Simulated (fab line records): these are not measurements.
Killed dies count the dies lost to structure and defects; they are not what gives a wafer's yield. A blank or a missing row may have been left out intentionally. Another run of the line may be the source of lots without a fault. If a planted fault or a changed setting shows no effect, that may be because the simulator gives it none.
Split-lot study || flow n5 finfet || on a route of 1938 steps: 7 lots, 21 wafers read

THE SPLIT
At N5_GATE_CUT_COAT_35 (time 60 s, resist thk 10 nm), the setting spin rpm was moved away from the recipe's 1500 rpm on 5 of the 21 wafers read, by -6.3% to +10.9%. All remaining wafers had this setting at the recipe value.

FROM THE SPLIT TO THE READING: what the file shows between them, 4 steps
- N5_GATE_CUT_COAT_27: time 60 s, resist thk 10 nm
- N5_GATE_CUT_COAT_07: resist thk 30 nm
- N5_GATE_CUT_DESCUM_18: chemistry O2, time 7 s
- N5_GATE_CUT_ETCH_28: etches underlayer in N2/H2, target depth 13 nm, time 10.4 s

THE READING
etch.depth nm (the simulator's own value, which no gauge read), in nm, at N5_GATE_CUT_ETCH_36 (etches SiARC in CF4, target depth 13 nm, time 21.7 s). No usual value for it is given in the file. The 16 wafers here that ran the recipe average 9.990 nm, standard deviation 0.026 nm.

{"wafer": "L074.1", "tool, chamber at the split": "litho track-02, 0", "spin rpm as run, rpm": 1500, "against the recipe": "recipe", "etch.depth nm, nm": 9.988, "against lot-mates on the recipe": "-"}
{"wafer": "L074.2", "tool, chamber at the split": "litho track-02, 0", "spin rpm as run, rpm": 1432, "against the recipe": "-4.5%", "etch.depth nm, nm": 10.21, "against lot-mates on the recipe": "+0.222"}
{"wafer": "L074.3", "tool, chamber at the split": "litho track-02, 0", "spin rpm as run, rpm": 1432, "against the recipe": "-4.5%", "etch.depth nm, nm": 10.23, "against lot-mates on the recipe": "+0.242"}
{"wafer": "L081.1", "tool, chamber at the split": "litho track-02, 0", "spin rpm as run, rpm": 1500, "against the recipe": "recipe", "etch.depth nm, nm": 9.961, "against lot-mates on the recipe": "-"}
{"wafer": "L081.3", "tool, chamber at the split": "litho track-02, 0", "spin rpm as run, rpm": 1500, "against the recipe": "recipe", "etch.depth nm, nm": 9.957, "against lot-mates on the recipe": "-"}
{"wafer": "L081.4", "tool, chamber at the split": "litho track-02, 0", "spin rpm as run, rpm": 1405, "against the recipe": "-6.3%", "etch.depth nm, nm": 10.3, "against lot-mates on the recipe": "+0.341"}
{"wafer": "L086.3", "tool, chamber at the split": "litho track-04, 0", "spin rpm as run, rpm": 1500, "against the recipe": "recipe", "etch.depth nm, nm": 9.992, "against lot-mates on the recipe": "-"}
{"wafer": "L086.4", "tool, chamber at the split": "litho track-04, 0", "spin rpm as run, rpm": 1500, "against the recipe": "recipe", "etch.depth nm, nm": 10.03, "against lot-mates on the recipe": "-"}
{"wafer": "L086.5", "tool, chamber at the split": "litho track-04, 0", "spin rpm as run, rpm": 1500, "against the recipe": "recipe", "etch.depth nm, nm": 10.02, "against lot-mates on the recipe": "-"}
{"wafer": "L090.1", "tool, chamber at the split": "litho track-02, 0", "spin rpm as run, rpm": 1500, "against the recipe": "recipe", "etch.depth nm, nm": 9.958, "against lot-mates on the recipe": "-"}
{"wafer": "L090.3", "tool, chamber at the split": "litho track-02, 0", "spin rpm as run, rpm": 1500, "against the recipe": "recipe", "etch.depth nm, nm": 9.984, "against lot-mates on the recipe": "-"}
{"wafer": "L090.4", "tool, chamber at the split": "litho track-02, 0", "spin rpm as run, rpm": 1500, "against the recipe": "recipe", "etch.depth nm, nm": 9.952, "against lot-mates on the recipe": "-"}
{"wafer": "L092.3", "tool, chamber at the split": "litho track-04, 0", "spin rpm as run, rpm": 1500, "against the recipe": "recipe", "etch.depth nm, nm": 10.01, "against lot-mates on the recipe": "-"}
{"wafer": "L092.5", "tool, chamber at the split": "litho track-04, 0", "spin rpm as run, rpm": 1500, "against the recipe": "recipe", "etch.depth nm, nm": 10.01, "against lot-mates on the recipe": "-"}
{"wafer": "L092.6", "tool, chamber at the split": "litho track-04, 0", "spin rpm as run, rpm": 1500, "against the recipe": "recipe", "etch.depth nm, nm": 9.993, "against lot-mates on the recipe": "-"}
{"wafer": "L095.3", "tool, chamber at the split": "litho track-03, 0", "spin rpm as run, rpm": 1663, "against the recipe": "+10.9%", "etch.depth nm, nm": 9.522, "against lot-mates on the recipe": -0.518}
{"wafer": "L095.4", "tool, chamber at the split": "litho track-03, 0", "spin rpm as run, rpm": 1500, "against the recipe": "recipe", "etch.depth nm, nm": 10.04, "against lot-mates on the recipe": "-"}
{"wafer": "L095.6", "tool, chamber at the split": "litho track-03, 0", "spin rpm as run, rpm": 1663, "against the recipe": "+10.9%", "etch.depth nm, nm": 9.502, "against lot-mates on the recipe": -0.538}
{"wafer": "L096.1", "tool, chamber at the split": "litho track-04, 0", "spin rpm as run, rpm": 1500, "against the recipe": "recipe", "etch.depth nm, nm": 9.973, "against lot-mates on the recipe": "-"}
{"wafer": "L096.3", "tool, chamber at the split": "litho track-04, 0", "spin rpm as run, rpm": 1500, "against the recipe": "recipe", "etch.depth nm, nm": 9.968, "against lot-mates on the recipe": "-"}
{"wafer": "L096.4", "tool, chamber at the split": "litho track-04, 0", "spin rpm as run, rpm": 1500, "against the recipe": "recipe", "etch.depth nm, nm": 10, "against lot-mates on the recipe": "-"}

FIT RESULTS
A straight line over all 21 wafers: etch.depth nm changes by -0.0456 nm for each +1% of spin rpm; r = -0.99; the points scatter about the line by 0.026 nm.
The same after taking each lot's own level away (the mean of its wafers on the recipe; 21 wafers): -0.0496 nm for each +1%; r = -1.00; scatter 0.013 nm.
The reading moves by 0.54 nm for the largest change in spin rpm, on that fit.
The span of the lots' own levels, 9.9590 to 10.0400 nm, comes to 3.1 times the standard deviation stated above.
The two slopes agree, so the slope changes little with the lot-to-lot level.
Check: for one of the wafers moved furthest among these (+10.9%), held out of the fit, the line's prediction against its lot-mates is -0.549 nm. Against them it came out at -0.518 nm.

THE WHOLE CHAIN: every reading that the file lists as answering this split, in the file's order
{"step": "N5_GATE_CUT_COAT_35", "what it does": "time 60 s, resist thk 10 nm", "reading": "SiARC_of_GATE_CUT_COAT_35.thk nm (the simulator's own value, which no gauge read)", "change (the file's fit)": "-0.0365 nm for each +1% of the setting", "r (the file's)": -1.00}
{"step": "N5_GATE_CUT_ETCH_36", "what it does": "etches SiARC in CF4, target depth 13 nm, time 21.7 s", "reading": "etch.depth nm (the simulator's own value, which no gauge read)", "change (the file's fit)": "-0.0498 nm for each +1% of the setting", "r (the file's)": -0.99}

FILE'S OWN FIT
etch.depth nm changes by -0.0498 nm for each +1% of spin rpm, r = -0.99.
